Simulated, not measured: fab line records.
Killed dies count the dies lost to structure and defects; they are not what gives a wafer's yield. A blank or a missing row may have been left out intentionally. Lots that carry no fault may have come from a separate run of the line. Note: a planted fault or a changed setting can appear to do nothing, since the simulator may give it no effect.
Lot-split experiment -- flow n5_finfet -- 21 wafers read from 7 lots, route of 1938 steps

ABOUT THE SPLIT
At N5_BEOL_M8_COAT_59 (time 60 s, resist thk 100 nm), the setting spin_rpm was moved away from the recipe's 1500 rpm on 3 of the 21 wafers read, by -6.3% to +6.2%. The other wafers ran this setting at the recipe's value.

FROM THE SPLIT TO THE READING: what the file shows between them, 6 steps
- N5_BEOL_M8_EXPOSE_08: exposes mask M8 (also split here: dose_mj)
- N5_BEOL_M8_PEB_09: peb time 60 s
- N5_BEOL_M8_DEVELOP_10: develop time 30 s
- N5_BEOL_M8_CD_MEAS_11: target cd 38.5 nm
- N5_BEOL_M8_DESCUM_16: chemistry O2, time 7.9 s
- N5_BEOL_M8_ETCH_61: etches SiARC in CF4, target depth 45.5 nm, time 75.8 s

THE READING
etch.depth_nm (the simulator's own value, which no gauge read), in nm, at N5_BEOL_M8_ETCH_62 (etches SOC in N2/H2, target depth 110 nm, overetch 22 nm, time 165 s). No usual value for it is given in the file. Here, 18 wafers ran the recipe; their average is 100.03 nm with a standard deviation of 0.24 nm.

wafer,"tool, chamber at the split","spin_rpm as run, rpm",against the recipe,"etch.depth_nm, nm",against lot-mates on the recipe
L079.3,"litho_track-04, 0",1500,recipe,100,-
L079.5,"litho_track-04, 0",1500,recipe,100.4,-
L079.6,"litho_track-04, 0",1500,recipe,100.2,-
L081.2,"litho_track-02, 0",1406,-6.3%,103,+3.03
L081.4,"litho_track-02, 0",1500,recipe,99.97,-
L081.6,"litho_track-02, 0",1500,recipe,99.97,-
L090.1,"litho_track-04, 0",1500,recipe,99.71,-
L090.2,"litho_track-04, 0",1500,recipe,99.49,-
L090.6,"litho_track-04, 0",1593,+6.2%,96.68,-2.92
L087.2,"litho_track-03, 0",1500,recipe,100.2,-
L087.3,"litho_track-03, 0",1500,recipe,100.2,-
L087.6,"litho_track-03, 0",1500,recipe,100.4,-
L091.1,"litho_track-03, 0",1500,recipe,99.74,-
L091.4,"litho_track-03, 0",1500,recipe,100.1,-
L091.5,"litho_track-03, 0",1500,recipe,99.92,-
L097.3,"litho_track-04, 0",1500,recipe,100.2,-
L097.4,"litho_track-04, 0",1424,-5.1%,102.6,+2.60
L097.5,"litho_track-04, 0",1500,recipe,99.8,-
L096.3,"litho_track-02, 0",1500,recipe,99.92,-
L096.5,"litho_track-02, 0",1500,recipe,100.1,-
L096.6,"litho_track-02, 0",1500,recipe,100.3,-

THE FIT
A straight line over all 21 wafers: etch.depth_nm changes by -0.508 nm for each +1% of spin_rpm; r = -0.98; the points scatter about the line by 0.24 nm.
The same after taking each lot's own level away (the mean of its wafers on the recipe; 21 wafers): -0.486 nm for each +1%; r = -0.99; scatter 0.14 nm.
On that fit, the largest move of spin_rpm shifts the reading by 3 nm.
Measured against the standard deviation above, the lots' own levels, which go from 99.600 to 100.267 nm, span 2.8 times it.
The two slopes are in agreement: the lot-to-lot level therefore moves the slope only a little.
Check: with one of the wafers moved furthest among these (-6.3%) left out of the fit, the line predicts +3.07 nm for it against its lot-mates. It came out at +3.03 nm against them.

THESE WAFERS: OTHER SPLITS
Other splits were also applied to these wafers ahead of the reading. Each is held against what the fit with the lots' levels taken away leaves over:
other split on the same wafers,wafers away from the commonest value,r with etch.depth_nm (lot level and that fit taken away)
N5_BEOL_M5_COAT_71 spin_rpm,9,+0.07
N5_BEOL_M7_EXPOSE_25 dose_mj,7,+0.06
N5_BEOL_M8_EXPOSE_08 dose_mj,6,-0.13

THE WHOLE CHAIN: every reading that the file lists as answering this split, in the file's order
step,what it does,reading,change (the file's fit),r (the file's)
N5_BEOL_M8_COAT_59,"time 60 s, resist thk 100 nm","SOC_of_BEOL_M8_COAT_59.thk_nm (the simulator's own value, which no gauge read)",-0.489 nm for each +1% of the setting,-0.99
N5_BEOL_M8_ETCH_62,"etches SOC in N2/H2, target depth 110 nm, overetch 22 nm, time 165 s","etch.depth_nm (the simulator's own value, which no gauge read)",-0.49 nm for each +1% of the setting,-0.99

THE FILE'S OWN FIT
etch.depth_nm changes by -0.49 nm for each +1% of spin_rpm, r = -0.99.
